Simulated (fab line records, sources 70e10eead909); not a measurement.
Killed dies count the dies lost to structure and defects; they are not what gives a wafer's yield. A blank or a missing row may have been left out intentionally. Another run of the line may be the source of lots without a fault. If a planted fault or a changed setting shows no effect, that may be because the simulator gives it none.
Chamber matching + flow nandHarc + NHARC_P_BONDPAD_ETCH_37 on rieDiel-03 has 4 sister chambers
The step etches the open film in N2/H2, target depth 60 nm, overetch 18 nm, time 65.91 s. 20 wafers are shown with their chamber, then 10 later ones without.

## EACH WAFER AND ITS CHAMBER
| wafer  | chamber | drypumpMotorCurrentA (A) | rfVppV (V) | oesProductAu (a.u.) |
|--------|---------|--------------------------|------------|---------------------|
| L075.2 | 0       | 5.5                      | 429.5      | 1.006               |
| L075.3 | 3       | 6.0                      | 427.4      | 0.985               |
| L075.6 | 3       | 6.0                      | 427.7      | 0.986               |
| L076.1 | 3       | 6.0                      | 428.1      | 0.976               |
| L076.4 | 0       | 5.5                      | 429.6      | 1.002               |
| L076.6 | 1       | 5.3                      | 425.0      | 0.992               |
| L077.1 | 2       | 5.9                      | 426.7      | 0.985               |
| L077.3 | 3       | 6.1                      | 429.4      | 0.992               |
| L077.6 | 3       | 6.1                      | 427.5      | 0.996               |
| L079.3 | 2       | 5.9                      | 427.1      | 0.990               |
| L079.4 | 1       | 5.3                      | 426.1      | 1.006               |
| L079.6 | 1       | 5.3                      | 426.5      | 0.997               |
| L084.1 | 2       | 5.9                      | 426.9      | 1.000               |
| L084.2 | 1       | 5.3                      | 424.9      | 1.017               |
| L084.5 | 1       | 5.3                      | 426.0      | 1.008               |
| L087.2 | 3       | 6.1                      | 428.8      | 0.989               |
| L087.4 | 0       | 5.5                      | 430.2      | 0.993               |
| L087.5 | 2       | 5.9                      | 427.1      | 0.984               |
| L088.1 | 3       | 6.1                      | 427.8      | 0.987               |
| L088.2 | 1       | 5.3                      | 426.5      | 1.005               |

SIGNATURES (means of the wafers above)
| reading              | chamber 0 | chamber 1 | chamber 2 | chamber 3 | scatter within a chamber |
|----------------------|-----------|-----------|-----------|-----------|--------------------------|
| drypumpMotorCurrentA | 5.500     | 5.300     | 5.900     | 6.057     | 0.0327                   |
| rfVppV               | 429.767   | 425.833   | 426.950   | 428.100   | 0.624                    |
| oesProductAu         | 1.00033   | 1.00417   | 0.98975   | 0.98729   | 0.00736                  |
Rule: a wafer lies at a distance from a chamber equal to the root of the sum of squares, over the readings, of (its reading less the chamber's mean, divided by the reading's scatter). If the next closest chamber is less than 2 further off than the closest, the wafer can't be placed; otherwise it belongs to the closest. The scatter: take each reading less its chamber's mean, square it, sum over the shown wafers, divide by the number of wafers less the number of chambers, and take the root.

## WAFERS MISSING THEIR CHAMBER
| wafer  | drypumpMotorCurrentA (A) | rfVppV (V) | oesProductAu (a.u.) |
|--------|--------------------------|------------|---------------------|
| L088.6 | 5.5                      | 431.6      | 1.013               |
| L091.1 | 5.3                      | 426.3      | 1.000               |
| L091.5 | 5.3                      | 428.5      | 0.990               |
| L091.6 | 5.5                      | 429.5      | 0.998               |
| L093.1 | 6.0                      | 428.2      | 1.017               |
| L093.4 | 5.9                      | 427.7      | 1.001               |
| L093.6 | 5.5                      | 429.5      | 0.993               |
| L097.1 | 5.5                      | 429.3      | 0.991               |
| L097.2 | 5.3                      | 427.7      | 1.004               |
| L097.5 | 5.3                      | 427.2      | 1.003               |

## EACH ONE'S CHAMBER
| wafer  | from the rows above     | in truth |
|--------|-------------------------|----------|
| L088.6 | 0                       | 0        |
| L091.1 | 1                       | 1        |
| L091.5 | can't be placed: 1 or 0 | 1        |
| L091.6 | 0                       | 0        |
| L093.1 | can't be placed: 3 or 2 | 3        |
| L093.4 | 2                       | 2        |
| L093.6 | 0                       | 0        |
| L097.1 | 0                       | 0        |
| L097.2 | 1                       | 1        |
| L097.5 | 1                       | 1        |
Correctly placed: 8 of 10. From these rows, 2 cannot be placed; in 2 the true chamber is one of the candidates. Placed wrongly: 0.
